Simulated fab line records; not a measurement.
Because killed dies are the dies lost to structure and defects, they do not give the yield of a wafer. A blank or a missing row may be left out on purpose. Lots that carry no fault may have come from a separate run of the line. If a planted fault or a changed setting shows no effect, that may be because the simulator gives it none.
fab line records | flow n5_finfet
record: lots: 10 wafers: 30 last_day: 18
route steps=1938 shown HKMG_FIN@458 GATE_CUT@473 BEOL_M4@1111 PASSIVATION@1936
lots with no fault: from the same line, run without faults
start_h: hours from the record's opening day to when the first of the lot's shown wafers began | wait_h: hours since the lot's step before | " repeats the value in the row above | L1.1+2: a single row standing in for several wafers | - no value, or no start was given | * or withheld: withheld | < > ~ a bound
route shown NAME@n: names a module that has steps shown in the file, with the first one's number in the route | usual: the fault-free wafers' mean and standard deviation | same: alike in all rows | chamber/n: place in a boat | sites: per-site readings | _std_site: standard deviation of those values | _edge_site: mean of outer sites minus mean of inner sites | radius_mm: how far each site lies from the wafer's centre | mask NAME#n: copy n | behind: tool/chamber where the wafer was last shaped | hold: why the lot was held/for how many hours/how that ended | device: the transistor (n, p or np) that didn't switch | end of line: at the end of the route, the tests of the same wafers | for a step that has no rows: nothing shown but its recipe | killed: not the wafer's yield, but the dies lost to structure and defects at the first sort | map: per-die view of a wafer (x killed, . not killed, _ where there is no die)
set.NAME: the run value of the setting; set.NAME@STEP: its run value at that earlier step | model.NAME: the simulator's own value behind a step, which no gauge read
the route's steps for a sample of lots (tables are steps, rows are wafers)
services: a tool's chamber out of use, with start hour (start_h, from the record's first day; less than 0 if before it), hours out, and reason
== steps ==
step: N5_HKMG_FIN_W_FILL_22
recipe: material: W target_thk_a: 600 temp_c: 400 pressure_torr: 39.4 time_s: 18.2
usual: heater_power_w: 887/72 throttle_valve_pct: 19.4/0.53
columns lot.wafer tool chamber start_h wait_h heater_power_w throttle_valve_pct
L311.1 cvd_w-02 0 81.80 0.0 956 18.8
L311.4 " 0 " " 920 18.8
L311.6 " 1 " " 831 19.1
L312.2 cvd_w-02 1 86.73 0.0 847 19.3
L312.4 " 0 " " 947 18.7
L312.5 " 1 " " 835 19.3
L318.3 cvd_w-02 1 121.48 0.0 871 19.2
L318.4 " 0 " " 970 18.7
L318.6 " 0 " " 941 18.8
L319.3 cvd_w-02 0 129.93 0.1 965 18.9
L319.4 " 0 " " 943 18.8
L319.6 " 0 " " 958 18.6
L328.1 cvd_w-02 1 179.80 0.0 839 19.4
L328.2 " 0 " " 957 18.9
L328.4 " 0 " " 986 18.7
L329.2 cvd_w-02 0 186.10 0.0 962 18.9
L329.4 " 0 " " 958 18.8
L329.5 " 0 " " 974 18.9
L330.2 cvd_w-02 0 196.81 0.0 942 18.8
L330.4 " 1 " " 837 19.7
L330.6 " 1 " " 868 19.9
L331.4 cvd_w-02 1 205.38 0.0 837 19.7
L331.5 " 1 " " 839 19.5
L331.6 " 0 " " 960 19.1
L332.1 cvd_w-02 1 212.67 0.0 840 19.8
L332.3 " 0 " " 942 19.0
L332.6 " 0 " " 950 19.1
L334.1 cvd_w-01 0 218.19 0.0 771 19.5
L334.3 " 1 " " 940 20.4
L334.6 " 1 " " 918 20.5
step: N5_HKMG_FIN_INSPECT_28
recipe: inspect_instrument: darkfield mode: post_cmp
usual: raw_defect_count: 43/20
columns lot.wafer tool chamber start_h wait_h raw_defect_count
L311.1 defect_inspect-01 - 82.62 0.0 61
L311.4 " - " " 51
L311.6 " - " " 56
L312.2 defect_inspect-02 - 87.55 0.0 47
L312.4 " - " " 48
L312.5 " - " " 28
L318.3 defect_inspect-02 - 122.30 0.0 37
L318.4 " - " " 24
L318.6 " - " " 22
L319.3 defect_inspect-02 - 130.88 0.0 31
L319.4 " - " " 44
L319.6 " - " " 31
L328.1 defect_inspect-02 - 180.62 0.0 44
L328.2 " - " " 55
L328.4 " - " " 54
L329.2 defect_inspect-01 - 186.93 0.0 39
L329.4 " - " " 54
L329.5 " - " " 64
L330.2 defect_inspect-02 - 197.63 0.0 16
L330.4 " - " " 60
L330.6 " - " " 39
L331.4 defect_inspect-01 - 206.19 0.0 90
L331.5 " - " " 43
L331.6 " - " " 78
L332.1 defect_inspect-02 - 213.58 0.0 49
L332.3 " - " " 50
L332.6 " - " " 43
L334.1 defect_inspect-01 - 219.04 0.0 69
L334.3 " - " " 92
L334.6 " - " " 107
step: N5_GATE_CUT_SAC_CAP_01
recipe: material: SiNx target_thk_a: 240 temp_c: 400 ald_precursor_family: SiH2I2 ald_co_reactant: N2/H2-plasma pulse_time_s: 1 ald_cycles: 480 purge_time_s: 2 co_reactant_purge_time_s: 2 pressure_torr: 2
usual: heater_power_w: 825/78 precursor_pulse_height_rel: 1.001/0.02
same: co_reactant_purge_time_s: 2
columns lot.wafer tool chamber start_h wait_h heater_power_w precursor_pulse_height_rel
L311.1 ald_sin-01 0 83.69 0.0 822 0.983
L311.4 " 2 " " 764 0.995
L311.6 " 3 84.77 1.1 815 1.024
L312.2 ald_sin-02 0 88.66 0.5 755 0.980
L312.4 " 1 " " 865 0.980
L312.5 " 0 89.74 1.6 760 0.965
L318.3 ald_sin-03 2 123.07 0.0 760 0.996
L318.4 " 0 " " 826 0.987
L318.6 " 2 124.16 1.1 750 1.017
L319.3 ald_sin-02 0 131.53 0.0 772 0.986
L319.4 " 1 " " 856 1.013
L319.6 " 2 132.61 1.1 988 1.014
L328.1 ald_sin-01 2 182.53 0.8 729 1.009
L328.2 " 3 " " 829 1.001
L328.4 " 1 " " 874 1.001
L329.2 ald_sin-01 3 187.94 0.2 811 0.976
L329.4 " 0 189.03 1.2 795 1.016
L329.5 " 3 " " 815 1.003
L330.2 ald_sin-02 0 198.74 0.5 774 1.030
L330.4 " 2 " " 1001 1.021
L330.6 " 0 199.82 1.6 781 1.002
L331.4 ald_sin-02 1 206.88 0.0 873 1.004
L331.5 " 3 207.96 1.1 769 0.960
L331.6 " 0 " " 783 1.005
L332.1 ald_sin-01 3 214.42 0.0 820 1.029
L332.3 " 0 " " 789 1.011
L332.6 " 2 215.51 1.1 724 0.976
L334.1 ald_sin-02 3 219.68 0.0 762 1.006
L334.3 " 1 " " 853 1.012
L334.6 " 3 220.77 1.1 764 0.985
step: N5_GATE_CUT_COAT_34
recipe: resist: SOC temp_c: 250 time_s: 60 spin_rpm: 1500 resist_thk_nm: 60
usual: resist_line_temp_C: 22.99/0.12 spin_speed_rpm: 1500.0/1
columns lot.wafer tool chamber start_h wait_h resist_line_temp_C spin_speed_rpm
L311.1 litho_track-05 0 86.35 0.0 22.91 1500.8
L311.4 " 0 " " 23.11 1501.5
L311.6 " 0 " " 22.95 1500.8
L312.2 litho_track-02 0 91.34 0.0 23.14 1500.4
L312.4 " 0 " " 22.76 1499.4
L312.5 " 0 " " 22.97 1500.0
L318.3 litho_track-05 0 125.74 0.0 23.02 1500.7
L318.4 " 0 " " 22.90 1500.3
L318.6 " 0 " " 23.07 1501.2
L319.3 litho_track-02 0 134.21 0.0 23.07 1499.0
L319.4 " 0 " " 22.93 1499.5
L319.6 " 0 " " 22.97 1500.9
L328.1 litho_track-02 0 185.19 0.0 22.86 1593.0
L328.2 " 0 " " 23.00 1593.8
L328.4 " 0 " " 22.91 1593.7
L329.2 litho_track-02 0 190.61 0.0 22.93 1595.1
L329.4 " 0 " " 22.91 1594.5
L329.5 " 0 " " 22.86 1594.9
L330.2 litho_track-03 0 201.42 0.0 22.94 1500.8
L330.4 " 0 " " 22.97 1501.0
L330.6 " 0 " " 22.97 1500.1
L331.4 litho_track-05 0 209.54 0.0 23.02 1500.4
L331.5 " 0 " " 22.88 1499.2
L331.6 " 0 " " 22.67 1499.2
L332.1 litho_track-03 0 217.11 0.1 23.22 1500.3
L332.3 " 0 " " 23.14 1500.0
L332.6 " 0 " " 22.92 1500.9
L334.1 litho_track-05 0 222.37 0.0 23.06 1499.8
L334.3 " 0 " " 23.18 1498.8
L334.6 " 0 " " 23.04 1498.6
step: N5_BEOL_M4_RC_MEAS_101
usual: DIBL_N: 36.1/1.6 DIBL_P: 35.7/1.8 IOFF_N: 0.159/0.027 IOFF_P: 0.21/0.03 ION_N: 673/10 ION_P: 462/7.4 SS_N: 71.4/0.56 SS_P: 73.2/0.61 VT_N: 249.7/3 VT_P: -250/3.1
columns lot.wafer tool chamber start_h wait_h DIBL_N[mV/V] DIBL_P[mV/V] IOFF_N[nA/um] IOFF_P[nA/um] ION_N[uA/um] ION_P[uA/um] SS_N[mV/dec] SS_P[mV/dec] VT_N[mV] VT_P[mV]
L311.1 prober-01 0 166.24 0.0 33.2 33.2 0.118 0.19 664 460 70.7 72.6 253.6 -248
L311.4 " 0 " " 34.0 35.0 0.134 0.22 661 466 71.5 73.1 251.4 -249
L311.6 " 0 " " 32.9 32.9 0.122 0.19 661 459 71.3 72.2 250.9 -250
L312.2 prober-01 0 171.56 0.2 37.4 38.9 0.206 0.25 692 463 72.8 74.3 244.1 -251
L312.4 " 0 " " 34.4 35.6 0.145 0.19 676 462 71.5 73.1 248.1 -254
L312.5 " 0 " " 35.2 35.5 0.154 0.19 664 451 71.9 72.6 248.0 -255
L318.3 prober-01 0 199.57 0.6 38.1 35.7 0.166 0.20 666 453 71.7 73.3 248.8 -252
L318.4 " 0 " " 35.9 33.7 0.131 0.18 671 460 71.0 72.3 252.3 -249
L318.6 " 0 " " 37.8 36.1 0.174 0.21 684 466 72.0 73.2 247.9 -250
L319.3 prober-01 0 210.14 0.3 35.6 34.9 0.137 0.18 654 451 71.5 72.7 255.4 -251
L319.4 " 0 " " 36.1 36.6 0.155 0.22 670 462 70.7 72.8 249.0 -249
L319.6 " 0 " " 34.8 35.5 0.139 0.20 670 466 70.8 73.3 249.9 -250
L328.1 prober-02 0 276.55 0.0 35.1 36.0 0.152 0.20 684 468 71.3 72.8 249.8 -252
L328.2 " 0 " " 38.1 38.5 0.243 0.25 688 466 72.3 73.2 242.1 -249
L328.4 " 0 " " 35.5 36.5 0.172 0.20 685 461 72.0 72.8 246.1 -249
L329.2 prober-01 0 281.48 0.2 35.4 35.2 0.131 0.18 675 462 70.7 72.7 249.4 -251
L329.4 " 0 " " 38.7 38.5 0.195 0.23 679 463 71.5 74.0 246.7 -249
L329.5 " 0 " " 39.3 38.7 0.200 0.23 686 466 71.9 74.1 248.2 -246
L330.2 prober-02 0 282.93 0.2 37.5 34.8 0.156 0.19 660 450 71.6 73.1 251.8 -251
L330.4 " 0 " " 34.7 31.6 0.118 0.15 643 447 71.4 72.4 254.1 -255
L330.6 " 0 " " 36.6 34.2 0.154 0.19 677 460 70.9 73.1 250.6 -256
L331.4 prober-01 0 305.14 0.5 34.9 34.5 0.122 0.17 666 455 71.1 73.3 253.6 -252
L331.5 " 0 " " 35.7 36.9 0.148 0.21 683 467 70.8 73.6 250.6 -250
L331.6 " 0 " " 36.4 37.7 0.163 0.21 683 465 71.6 73.8 250.1 -251
L332.1 prober-01 0 309.25 0.0 37.1 36.8 0.195 0.23 678 461 71.9 72.9 247.2 -250
L332.3 " 0 " " 35.3 34.9 0.147 0.19 672 457 71.5 72.3 251.9 -253
L332.6 " 0 " " 36.2 36.0 0.178 0.22 677 463 72.2 72.4 249.4 -250
L334.1 prober-02 0 328.91 0.0 34.9 33.0 0.124 0.19 667 465 70.6 72.9 250.1 -249
L334.3 " 0 " " 40.0 39.2 0.210 0.30 684 473 71.4 75.1 246.3 -246
L334.6 " 0 " " 37.2 35.1 0.147 0.23 675 478 70.6 73.6 249.8 -248
step: N5_PASSIVATION_PROBE_49
usual: defect_limited_yield: 91.0/1.3 killed_at_M0_to_M3: 33/10 killed_at_M4_up: 14/5.6 killed_at_contacts: 12/5.8 killed_at_front_end: 43/11 killed_at_other: 4.1/2.8 killed_dies: 106/15 killed_open: 70/12 killed_short: 34/7.5 sort_bin_4_leakage: 0.00/0.0099 sort_bin_5_function: 5.3/0.88 sort_bin_6_memory: 3.3/0.64 sort_bin_8_speed: 0.00/0.016 sort_n_pass: 1074/15 sort_yield_pct: 91.0/1.3
same: gross_dies: 1180 killed_at_back_side: 0
columns lot.wafer tool chamber start_h wait_h defect_limited_yield[%] killed_at_M0_to_M3 killed_at_M4_up killed_at_contacts killed_at_front_end killed_at_other killed_dies killed_open killed_short sort_bin_4_leakage[%] sort_bin_5_function[%] sort_bin_6_memory[%] sort_bin_8_speed[%] sort_n_pass sort_yield_pct[%]
L311.1 prober-01 - 272.17 0.0 93.1 15 11 18 30 8 82 50 27 0 4.0 2.6 0 1098 93.1
L311.4 prober-01 - 272.32 0.2 91.4 30 21 10 34 6 101 68 29 0 5.1 3.4 0 1079 91.4
L311.6 prober-01 - 272.42 0.3 90.5 31 14 28 32 7 112 74 36 0 5.7 3.2 0 1068 90.5
L312.2 prober-02 - 283.76 0.2 91.0 36 4 9 53 4 106 63 41 0 5.3 3.3 0 1074 91.0
L312.4 prober-02 - 283.86 0.3 89.1 22 11 18 74 4 129 77 52 0 6.3 4.1 0 1051 89.1
L312.5 prober-02 - 283.91 0.4 91.9 38 10 7 38 2 95 58 37 0 4.7 3.1 0 1085 91.9
L319.3 prober-02 - 314.02 0.1 89.7 26 16 10 67 2 121 94 26 0 7.4 2.7 0 1059 89.7
L319.4 prober-02 - 314.07 0.2 91.9 23 12 15 38 8 96 62 33 0 4.9 3.0 0 1084 91.9
L319.6 prober-02 - 314.17 0.3 92.6 19 15 10 42 1 87 62 24 0 4.6 2.6 0 1093 92.6
L318.3 prober-01 - 317.59 0.1 89.7 30 13 13 64 1 121 89 25 0 5.9 3.7 0 1059 89.7
L318.4 prober-01 - 317.64 0.2 91.9 17 10 14 52 3 96 64 31 0 4.9 3.0 0 1084 91.9
L318.6 prober-01 - 317.74 0.3 90.8 27 12 24 40 5 108 77 28 0 6.0 2.9 0 1072 90.8
L328.1 prober-01 - 376.18 0.0 91.9 17 28 8 38 5 96 63 33 0 5.2 2.5 0 1084 91.9
L328.2 prober-01 - 376.23 0.1 91.4 19 16 12 51 3 101 66 34 0.08 4.7 3.6 0 1078 91.4
L328.4 prober-01 - 376.33 0.2 91.4 20 21 17 42 2 102 62 38 0 4.8 3.5 0 1078 91.4
L330.2 prober-02 - 380.21 0.1 91.9 40 6 13 34 2 95 61 30 0 4.9 2.5 0 1085 91.9
L330.4 prober-02 - 380.31 0.2 93.3 21 8 19 26 5 79 60 19 0 3.2 3.3 0 1101 93.3
L330.6 prober-02 - 380.41 0.3 92.2 33 6 22 31 0 92 59 30 0 4.7 2.6 0 1088 92.2
L329.2 prober-01 - 381.05 0.1 90.8 50 9 8 41 0 108 75 33 0 5.3 3.4 0 1072 90.8
L329.4 prober-01 - 381.15 0.2 88.9 46 14 25 43 3 131 89 40 0 6.5 4.0 0.08 1049 88.9
L329.5 prober-01 - 381.20 0.2 90.9 41 14 14 36 2 107 65 40 0 6.2 2.7 0 1073 90.9
L331.4 prober-02 - 407.32 0.2 90.4 51 9 6 43 4 113 63 49 0 5.3 4.0 0 1067 90.4
L331.5 prober-02 - 407.37 0.2 89.9 42 24 7 42 4 119 82 37 0 6.7 3.1 0 1061 89.9
L331.6 prober-02 - 407.42 0.3 91.4 32 14 9 45 2 102 68 33 0 5.7 2.8 0 1078 91.4
L332.1 prober-02 - 416.18 0.0 91.2 22 26 12 35 9 104 70 33 0 4.9 3.6 0 1076 91.2
L332.3 prober-02 - 416.28 0.1 89.5 21 26 20 49 8 124 82 42 0 6.6 3.6 0 1056 89.5
L332.6 prober-02 - 416.43 0.3 93.5 31 8 8 25 5 77 45 31 0 3.6 2.5 0 1103 93.5
L334.1 prober-01 - 426.49 0.0 88.4 45 12 14 63 3 137 84 45 0 6.4 4.3 0 1043 88.4
L334.3 prober-01 - 426.59 0.1 91.1 25 9 15 56 0 105 71 32 0 5.0 3.6 0 1075 91.1
L334.6 prober-01 - 426.74 0.3 89.2 33 15 11 66 2 127 98 27 0 6.6 3.9 0 1053 89.2
killed by level:class
L311.1 MOL_CONTACT_COAG:geometric_particle:open=14 BEOL_M2:geometric_particle:open=7 STI_FIN_REVEAL:geometric_particle:open=6 MIM_TOP:geometric_particle:short=5 FIN_SAQP:geometric_particle:open=4 STARTING-WAFER:geometric_particle:short=4 FIN_SAQP:geometric_particle:short=3 GATE_CUT:geometric_particle:open=3
L311.4 BEOL_M4:geometric_particle:open=13 MOL_CONTACT_COAG:geometric_particle:open=9 FIN_SAQP:geometric_particle:open=7 BEOL_M1:geometric_particle:open=7 BEOL_M2:geometric_particle:open=6 BEOL_M0_SAQP:geometric_particle:short=5 FIN_SAQP:geometric_particle:short=4 GATE_CUT:geometric_particle:short=4
L311.6 MOL_CONTACT_COAG:geometric_particle:open=23 FIN_SAQP:geometric_particle:short=8 BEOL_M1:geometric_particle:open=8 BEOL_M3:geometric_particle:open=8 BEOL_M4:geometric_particle:open=7 BEOL_M0_SAQP:geometric_particle:short=6 BEOL_M0_SAQP:geometric_particle:open=5 FIN_SAQP:geometric_particle:open=4
L312.2 STI_FIN_REVEAL:geometric_particle:open=14 BEOL_M0_SAQP:geometric_particle:short=11 BEOL_M0_SAQP:geometric_particle:open=11 FIN_SAQP:geometric_particle:open=10 FIN_SAQP:geometric_particle:short=8 MOL_CONTACT_COAG:geometric_particle:open=8 BEOL_M3:geometric_particle:open=6 STARTING-WAFER:geometric_particle:open=5
L312.4 FIN_SAQP:geometric_particle:short=24 FIN_SAQP:geometric_particle:open=22 MOL_CONTACT_COAG:geometric_particle:open=15 BEOL_M0_SAQP:geometric_particle:open=6 GATE_CUT:geometric_particle:short=5 BEOL_M0_SAQP:geometric_particle:short=5 STI_FIN_REVEAL:geometric_particle:open=4 BEOL_M3:geometric_particle:open=4
L312.5 FIN_SAQP:geometric_particle:open=14 BEOL_M0_SAQP:geometric_particle:open=13 FIN_SAQP:geometric_particle:short=11 BEOL_M0_SAQP:geometric_particle:short=10 MOL_CONTACT_COAG:geometric_particle:open=5 BEOL_M2:geometric_particle:open=4 BEOL_M0:geometric_particle:open=4 BEOL_M4:geometric_particle:open=3
L319.3 FIN_SAQP:geometric_particle:open=20 STI_FIN_REVEAL:geometric_particle:open=12 BEOL_M2:geometric_particle:open=10 FIN_SAQP:geometric_particle:short=7 MOL_CONTACT_COAG:geometric_particle:open=7 BEOL_M4:geometric_particle:open=7 BEOL_M1:geometric_particle:open=6 GATE_CUT:geometric_particle:open=5
L319.4 MOL_CONTACT_COAG:geometric_particle:open=11 STI_FIN_REVEAL:geometric_particle:open=10 FIN_SAQP:geometric_particle:short=6 FIN_SAQP:geometric_particle:open=5 BEOL_M0_SAQP:geometric_particle:open=5 BEOL_M4:geometric_particle:open=5 ILD0:geometric_particle:open=4 ILD0:geometric_particle:short=4
L319.6 STI_FIN_REVEAL:geometric_particle:open=11 FIN_SAQP:geometric_particle:open=9 BEOL_M4:geometric_particle:open=9 MOL_CONTACT_COAG:geometric_particle:open=9 BEOL_M1:geometric_particle:open=7 FIN_SAQP:geometric_particle:short=4 STI_FIN_REVEAL:geometric_particle:short=4 DUMMY_GATE:geometric_particle:open=4
L318.3 STI_FIN_REVEAL:geometric_particle:open=18 FIN_SAQP:geometric_particle:open=13 MOL_CONTACT_COAG:geometric_particle:open=10 BEOL_M2:geometric_particle:open=10 DUMMY_GATE:geometric_particle:open=7 BEOL_M0_SAQP:geometric_particle:short=7 STARTING-WAFER:geometric_particle:open=7 FIN_SAQP:geometric_particle:short=5
L318.4 STI_FIN_REVEAL:geometric_particle:open=15 FIN_SAQP:geometric_particle:open=12 MOL_CONTACT_COAG:geometric_particle:open=12 DUMMY_GATE:geometric_particle:open=8 BEOL_M0_SAQP:geometric_particle:short=8 FIN_SAQP:geometric_particle:short=6 BEOL_M0_SAQP:geometric_particle:open=3 BEOL_M4:geometric_particle:open=3
L318.6 MOL_CONTACT_COAG:geometric_particle:open=21 FIN_SAQP:geometric_particle:open=14 FIN_SAQP:geometric_particle:short=13 BEOL_M1:geometric_particle:open=13 BEOL_M4:geometric_particle:open=6 BEOL_M2:geometric_particle:open=5 DUMMY_GATE:geometric_particle:open=3 MOL_CONTACT_COAG:geometric_particle:short=3
L328.1 BEOL_M4:geometric_particle:open=12 FIN_SAQP:geometric_particle:open=8 DUMMY_GATE:geometric_particle:open=8 FIN_SAQP:geometric_particle:short=7 MOL_CONTACT_COAG:geometric_particle:open=6 BEOL_M5:geometric_particle:open=6 BEOL_M0_SAQP:geometric_particle:short=5 BEOL_M4:geometric_particle:short=5
L328.2 STI_FIN_REVEAL:geometric_particle:open=10 BEOL_M4:geometric_particle:open=9 FIN_SAQP:geometric_particle:open=7 FIN_SAQP:geometric_particle:short=7 MOL_CONTACT_COAG:geometric_particle:open=6 DUMMY_GATE:geometric_particle:open=5 MOL_CONTACT_COAG:geometric_particle:short=5 BEOL_M3:geometric_particle:open=5
L328.4 BEOL_M4:geometric_particle:open=12 FIN_SAQP:geometric_particle:short=10 MOL_CONTACT_COAG:geometric_particle:open=10 BEOL_M2:geometric_particle:open=9 FIN_SAQP:geometric_particle:open=7 MOL_CONTACT_COAG:geometric_particle:short=6 STARTING-WAFER:geometric_particle:short=5 DUMMY_GATE:geometric_particle:short=4
L330.2 MOL_CONTACT_COAG:geometric_particle:open=12 STI_FIN_REVEAL:geometric_particle:open=11 BEOL_M0_SAQP:geometric_particle:short=10 FIN_SAQP:geometric_particle:short=9 BEOL_M0_SAQP:geometric_particle:open=8 BEOL_M1:geometric_particle:open=8 BEOL_M3:geometric_particle:open=7 GATE_CUT:geometric_particle:short=3
L330.4 MOL_CONTACT_COAG:geometric_particle:open=16 BEOL_M3:geometric_particle:open=7 BEOL_M0_SAQP:geometric_particle:open=5 FIN_SAQP:geometric_particle:open=4 STI_FIN_REVEAL:geometric_particle:open=4 DUMMY_GATE:geometric_particle:open=4 BEOL_M1:geometric_particle:open=4 DUMMY_GATE:geometric_particle:short=3
L330.6 MOL_CONTACT_COAG:geometric_particle:open=18 BEOL_M0_SAQP:geometric_particle:open=10 BEOL_M0_SAQP:geometric_particle:short=6 STI_FIN_REVEAL:geometric_particle:open=5 MOL_CONTACT_COAG:geometric_particle:short=4 BEOL_M1:geometric_particle:open=4 BEOL_M3:geometric_particle:open=4 BEOL_M4:geometric_particle:open=4
L329.2 BEOL_M0_SAQP:geometric_particle:short=13 BEOL_M3:geometric_particle:open=12 STI_FIN_REVEAL:geometric_particle:open=9 BEOL_M1:geometric_particle:open=9 MOL_CONTACT_COAG:geometric_particle:open=8 FIN_SAQP:geometric_particle:open=6 BEOL_M0_SAQP:geometric_particle:open=5 BEOL_M2:geometric_particle:open=5
L329.4 MOL_CONTACT_COAG:geometric_particle:open=20 BEOL_M3:geometric_particle:open=14 FIN_SAQP:geometric_particle:open=13 FIN_SAQP:geometric_particle:short=10 BEOL_M0:geometric_particle:open=8 BEOL_M0_SAQP:geometric_particle:open=6 STARTING-WAFER:geometric_particle:short=6 MOL_CONTACT_COAG:geometric_particle:short=5
L329.5 FIN_SAQP:geometric_particle:short=12 FIN_SAQP:geometric_particle:open=11 BEOL_M1:geometric_particle:open=10 MOL_CONTACT_COAG:geometric_particle:open=8 BEOL_M0_SAQP:geometric_particle:short=7 MOL_CONTACT_COAG:geometric_particle:short=6 BEOL_M0_SAQP:geometric_particle:open=6 STARTING-WAFER:geometric_particle:open=5
L331.4 BEOL_M0_SAQP:geometric_particle:short=20 FIN_SAQP:geometric_particle:short=14 STI_FIN_REVEAL:geometric_particle:open=10 BEOL_M1:geometric_particle:open=9 FIN_SAQP:geometric_particle:open=8 BEOL_M0_SAQP:geometric_particle:open=7 BEOL_M2:geometric_particle:open=6 BEOL_M3:geometric_particle:open=6
L331.5 BEOL_M4:geometric_particle:open=16 BEOL_M0_SAQP:geometric_particle:short=10 BEOL_M2:geometric_particle:open=9 FIN_SAQP:geometric_particle:open=8 BEOL_M1:geometric_particle:open=8 MOL_CONTACT_COAG:geometric_particle:open=7 FIN_SAQP:geometric_particle:short=6 DUMMY_GATE:geometric_particle:open=6
L331.6 STI_FIN_REVEAL:geometric_particle:open=17 MOL_CONTACT_COAG:geometric_particle:open=9 BEOL_M0_SAQP:geometric_particle:short=9 BEOL_M3:geometric_particle:open=8 FIN_SAQP:geometric_particle:short=7 FIN_SAQP:geometric_particle:open=7 BEOL_M0_SAQP:geometric_particle:open=6 BEOL_M4:geometric_particle:open=6
L332.1 BEOL_M4:geometric_particle:open=12 MOL_CONTACT_COAG:geometric_particle:open=10 BEOL_M0_SAQP:geometric_particle:open=7 BEOL_M2:geometric_particle:open=7 FIN_SAQP:geometric_particle:short=6 FIN_SAQP:geometric_particle:open=6 STI_FIN_REVEAL:geometric_particle:open=5 BEOL_M4:geometric_particle:short=5
L332.3 MOL_CONTACT_COAG:geometric_particle:open=18 FIN_SAQP:geometric_particle:open=11 STI_FIN_REVEAL:geometric_particle:open=11 FIN_SAQP:geometric_particle:short=8 BEOL_M4:geometric_particle:open=8 BEOL_M2:geometric_particle:open=7 GATE_CUT:geometric_particle:short=6 DUMMY_GATE:geometric_particle:open=5
L332.6 BEOL_M0_SAQP:geometric_particle:open=11 BEOL_M0_SAQP:geometric_particle:short=9 MOL_CONTACT_COAG:geometric_particle:open=6 FIN_SAQP:geometric_particle:short=4 STI_FIN_REVEAL:geometric_particle:short=4 BEOL_M3:geometric_particle:open=4 STI_FIN_REVEAL:geometric_particle:open=3 DUMMY_GATE:geometric_particle:open=3
L334.1 FIN_SAQP:geometric_particle:open=14 FIN_SAQP:geometric_particle:short=12 BEOL_M3:geometric_particle:open=12 STI_FIN_REVEAL:geometric_particle:open=12 BEOL_M0_SAQP:geometric_particle:open=9 MOL_CONTACT_COAG:geometric_particle:open=9 GATE_CUT:geometric_particle:open=7 BEOL_M0_SAQP:geometric_particle:short=6
L334.3 STI_FIN_REVEAL:geometric_particle:open=13 MOL_CONTACT_COAG:geometric_particle:open=11 FIN_SAQP:geometric_particle:open=10 GATE_CUT:geometric_particle:short=8 DUMMY_GATE:geometric_particle:open=7 BEOL_M3:geometric_particle:open=6 FIN_SAQP:geometric_particle:short=4 MOL_CONTACT_COAG:geometric_particle:short=4
L334.6 STI_FIN_REVEAL:geometric_particle:open=20 FIN_SAQP:geometric_particle:open=19 MOL_CONTACT_COAG:geometric_particle:open=10 BEOL_M3:geometric_particle:open=10 BEOL_M1:geometric_particle:open=8 GATE_CUT:geometric_particle:short=7 BEOL_M5:geometric_particle:open=6 BEOL_M4:geometric_particle:open=5
== services ==
columns tool chamber start_h hours kind
litho_track-05 - 59.23 - consumable_replace:filter
ald_sin-01 - 85.86 14.0 pm
ald_sin-01 0 85.86 14.0 vent_cycle
ald_sin-01 1 85.86 14.0 vent_cycle
ald_sin-01 2 85.86 14.0 vent_cycle
ald_sin-01 3 85.86 14.0 vent_cycle
ald_sin-01 0 99.86 - clean
ald_sin-01 1 99.86 - clean
ald_sin-01 2 99.86 - clean
ald_sin-01 3 99.86 - clean
ald_sin-03 1 114.06 7.8 repair
cvd_w-02 1 125.33 14.3 repair
cvd_w-02 - 132.16 0.5 repair
cvd_w-02 - 139.69 6.0 pm
ald_sin-02 - 144.29 6.0 pm
cvd_w-02 - 146.96 2.8 pm
cvd_w-02 0 157.76 6.0 repair
ald_sin-03 - 162.30 6.1 pm
cvd_w-01 0 170.54 13.6 repair
ald_sin-02 0 173.72 1.7 repair
ald_sin-03 - 177.94 14.0 pm
ald_sin-01 1 184.53 5.7 repair
ald_sin-02 3 187.52 4.0 repair
ald_sin-03 - 207.83 6.0 pm
== key ==
first_sign: step: N5_GATE_CUT_COAT_34 reading: spin_speed_rpm direction: up sigmas: 94 usual: * struck: *
effect none on later readings
met_at N5_GATE_CUT_COAT_34
struck_lots L328,L329
not_acting_at N5_HKMG_FIN_W_FILL_22,N5_HKMG_FIN_INSPECT_28,N5_GATE_CUT_SAC_CAP_01
onset_between 134.21 185.19
fault: kind: process_parameter_drift tool: litho_track-02 chamber: - onset_h: 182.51 steps: N5_GATE_CUT_COAT_34 channel: spin_rpm offset: * shape: step end_h: 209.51 acts_in: * stated: *
